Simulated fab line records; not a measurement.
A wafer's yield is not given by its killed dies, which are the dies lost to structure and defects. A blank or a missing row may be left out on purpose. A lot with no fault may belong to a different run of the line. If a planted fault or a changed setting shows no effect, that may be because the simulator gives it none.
Which tool did it? -- flow nand-harc -- Sampling: 24 lots, 72 wafers, 3 of 1159 route steps

== WHAT THE GAUGES READ, wafer by wafer ==
NHARC_A_WL_FILL_INSPECT_15. Usual: raw-defect-count at 427, with a standard deviation of 130.
lot,measured,on,raw-defect-count,flag
L074,day 16 05:22,defect-inspect-02,303 420 377,
L075,day 16 03:24,defect-inspect-01,398 481 727,
L077,day 16 17:11,defect-inspect-01,321 412 338,
L078,day 16 17:17,defect-inspect-01,369 311 398,
L076,day 16 22:40,defect-inspect-01,228 336 368,
L080,day 17 06:16,defect-inspect-02,439 549 387,
L079,day 17 10:39,defect-inspect-01,435 395 448,
L083,day 17 18:09,defect-inspect-01,725 746 684,
L082,day 17 22:28,defect-inspect-02,359 359 456,
L081,day 18 11:43,defect-inspect-01,299 358 265,
L085,day 18 11:43,defect-inspect-01,444 803 308,
L084,day 18 20:10,defect-inspect-01,387 474 471,
L086,day 19 05:30,defect-inspect-01,313 379 262,
L087,day 19 01:11,defect-inspect-02,346 427 354,
L088,day 19 20:42,defect-inspect-02,437 247 444,
L089,day 19 13:20,defect-inspect-01,245 362 336,
L090,day 20 01:47,defect-inspect-01,303 364 632,
L091,day 20 02:02,defect-inspect-02,372 359 326,
L093,day 20 07:18,defect-inspect-02,682 422 543,
L092,day 20 11:35,defect-inspect-01,615 655 926,
L094,day 20 15:57,defect-inspect-02,436 361 494,
L095,day 20 15:01,defect-inspect-02,251 362 463,
L097,day 21 08:40,defect-inspect-02,474 388 769,
L096,day 21 17:53,defect-inspect-01,311 370 444,

== WHAT TOOL EACH LOT RAN ON (gives the tool, then ch and the chambers of the sampled wafers, and finally the start) ==
lot,NHARC_A_WL_FILL_ETCHBACK_05,NHARC_A_WL_FILL_ETCHBACK_26
L074,"rie-metal-02 ch 0,1, day 15 03:38","rie-si-05 ch 1,2, day 15 19:21"
L075,"rie-metal-02 ch 0,1, day 15 05:28","rie-si-02 ch 0,1,2, day 15 19:22"
L077,"rie-metal-02 ch 0,1, day 15 17:24","rie-si-02 ch 1,2, day 16 08:51"
L078,"rie-metal-03 ch 0,1, day 15 17:30","rie-si-04 ch 0,2, day 16 08:52"
L076,"rie-metal-01 ch 0,1, day 15 20:18","rie-si-05 ch 1,2,3, day 16 13:07"
L080,"rie-metal-01 ch 1, day 16 06:26","rie-si-02 ch 0,2,3, day 17 00:22"
L079,"rie-metal-02 ch 0,1, day 16 07:44","rie-si-04 ch 1,2, day 17 00:22"
L083,"rie-metal-01 ch 0,1, day 16 12:25","rie-si-05 ch 0,1,3, day 17 05:14"
L082,"rie-metal-02 ch 0,1, day 16 12:25","rie-si-05 ch 0,1,3, day 17 07:53"
L081,"rie-metal-01 ch 0, day 17 13:10","rie-si-02 ch 0,3, day 18 05:41"
L085,"rie-metal-02 ch 0,1, day 17 17:05","rie-si-05 ch 0,1,2, day 18 05:42"
L084,"rie-metal-03 ch 1, day 17 19:56","rie-si-02 ch 0,3, day 18 11:52"
L086,"rie-metal-03 ch 0,1, day 18 01:56","rie-si-04 ch 0,1,3, day 18 21:42"
L087,"rie-metal-01 ch 0,1, day 18 02:14","rie-si-02 ch 0,1, day 18 19:10"
L088,"rie-metal-01 ch 0,1, day 18 14:04","rie-si-05 ch 1,2,3, day 19 09:01"
L089,"rie-metal-03 ch 0,1, day 18 14:04","rie-si-02 ch 0,1,3, day 19 06:07"
L090,"rie-metal-02 ch 0,1, day 19 01:37","rie-si-05 ch 1,3, day 19 17:04"
L091,"rie-metal-03 ch 0,1, day 19 04:25","rie-si-04 ch 1,2, day 19 17:03"
L093,"rie-metal-03 ch 0,1, day 19 07:49","rie-si-05 ch 0,1,3, day 19 23:30"
L092,"rie-metal-02 ch 0,1, day 19 11:35","rie-si-02 ch 0,1,3, day 20 05:19"
L094,"rie-metal-03 ch 0,1, day 19 16:53","rie-si-04 ch 1,2,3, day 20 08:16"
L095,"rie-metal-02 ch 0,1, day 19 19:44","rie-si-05 ch 0,2,3, day 20 08:17"
L097,"rie-metal-03 ch 0,1, day 20 10:18","rie-si-02 ch 0,1, day 21 01:56"
L096,"rie-metal-01 ch 0,1, day 20 19:55","rie-si-02 ch 0,2,3, day 21 11:17"
- NHARC_A_WL_FILL_ETCHBACK_05: etches the open film in Cl2/BCl3, target depth 22 nm, time 60 s.
- NHARC_A_WL_FILL_ETCHBACK_26: etches the open film in HBr, target depth 52 nm, time 13.3 s.

== AS READ BY THE TOOLS THEMSELVES (means over the sampled wafers that have a number; for cases with no such wafer, the mark the record gives instead) ==
NHARC_A_WL_FILL_ETCHBACK_05. Usual: drypump-motor-current-A 5.4 A, standard deviation 0.33; oes-product-au 1.000 a.u., standard deviation 0.012.
lot,tool,drypump-motor-current-A (A),oes-product-au (a.u.),flag
L074,rie-metal-02,5.4,0.984,
L075,rie-metal-02,5.4,0.977,
L077,rie-metal-02,5.1,0.992,
L078,rie-metal-03,5.4,1.001,
L076,rie-metal-01,5.4,1.010,
L080,rie-metal-01,5.7,1.014,
L079,rie-metal-02,5.1,0.990,
L083,rie-metal-01,5.5,1.015,
L082,rie-metal-02,5.1,0.991,
L081,rie-metal-01,5.3,1.007,
L085,rie-metal-02,5.4,0.979,
L084,rie-metal-03,5.2,1.002,
L086,rie-metal-03,5.3,0.999,
L087,rie-metal-01,5.5,1.011,
L088,rie-metal-01,5.6,1.004,
L089,rie-metal-03,5.3,1.005,
L090,rie-metal-02,5.4,0.996,
L091,rie-metal-03,5.3,1.010,
L093,rie-metal-03,5.4,0.999,
L092,rie-metal-02,5.4,0.997,
L094,rie-metal-03,5.4,1.006,
L095,rie-metal-02,5.1,0.991,
L097,rie-metal-03,5.4,0.997,
L096,rie-metal-01,5.5,1.000,

NHARC_A_WL_FILL_ETCHBACK_26. Usual: drypump-motor-current-A 5.7 A, standard deviation 0.47; oes-product-au 0.996 a.u., standard deviation 0.011; rf-fwd-power-W 343.2 W, standard deviation 1.9; throttle-valve-pct 23.264 %, standard deviation 0.0097.
lot,tool,drypump-motor-current-A (A),oes-product-au (a.u.),rf-fwd-power-W (W),throttle-valve-pct (%),flag
L074,rie-si-05,5.9,0.990,342.9,23.272,
L075,rie-si-02,5.8,1.001,344.2,23.257,
L077,rie-si-02,6.0,1.000,342.9,23.266,
L078,rie-si-04,5.7,1.001,341.0,23.266,
L076,rie-si-05,5.7,0.986,344.3,23.271,
L080,rie-si-02,5.7,0.994,343.4,23.269,
L079,rie-si-04,5.2,1.007,343.2,23.274,
L083,rie-si-05,5.4,0.998,344.0,23.255,
L082,rie-si-05,5.4,0.998,343.1,23.267,
L081,rie-si-02,5.8,1.000,342.4,23.252,
L085,rie-si-05,5.8,1.002,343.1,23.269,
L084,rie-si-02,5.7,0.986,344.2,23.264,
L086,rie-si-04,5.3,0.999,341.4,23.261,
L087,rie-si-02,5.8,0.983,345.3,23.258,
L088,rie-si-05,5.8,0.995,344.7,23.269,
L089,rie-si-02,5.9,0.981,344.0,23.258,
L090,rie-si-05,5.3,0.985,344.9,23.269,
L091,rie-si-04,5.2,1.006,341.8,23.262,
L093,rie-si-05,5.4,1.000,342.9,23.267,
L092,rie-si-02,5.9,0.991,343.2,23.265,
L094,rie-si-04,5.4,0.995,341.8,23.257,
L095,rie-si-05,5.7,0.993,343.9,23.266,
L097,rie-si-02,5.7,0.980,344.5,23.271,
L096,rie-si-02,5.8,1.006,343.3,23.264,

== THE ANSWER, worked out from the rows above alone ==
Rule: a lot is off if the mean of its wafers that have a number lies more than 3 standard deviations from the usual mean. A lot without any number at a reading at which 4 lots or more have one is off too. Any other lot the step has rows for is counted as sound. First the gauges in route order, then the tools' own readings, where a lot's mean is used as printed above. At the first step where some lot is off, the reading lying furthest off is the one used; lots without a number count as furthest.
Across all readings shown, no lot is off: no conclusion can be drawn from this.

== WHAT HAD BEEN PUT IN BY THE SIMULATOR ==
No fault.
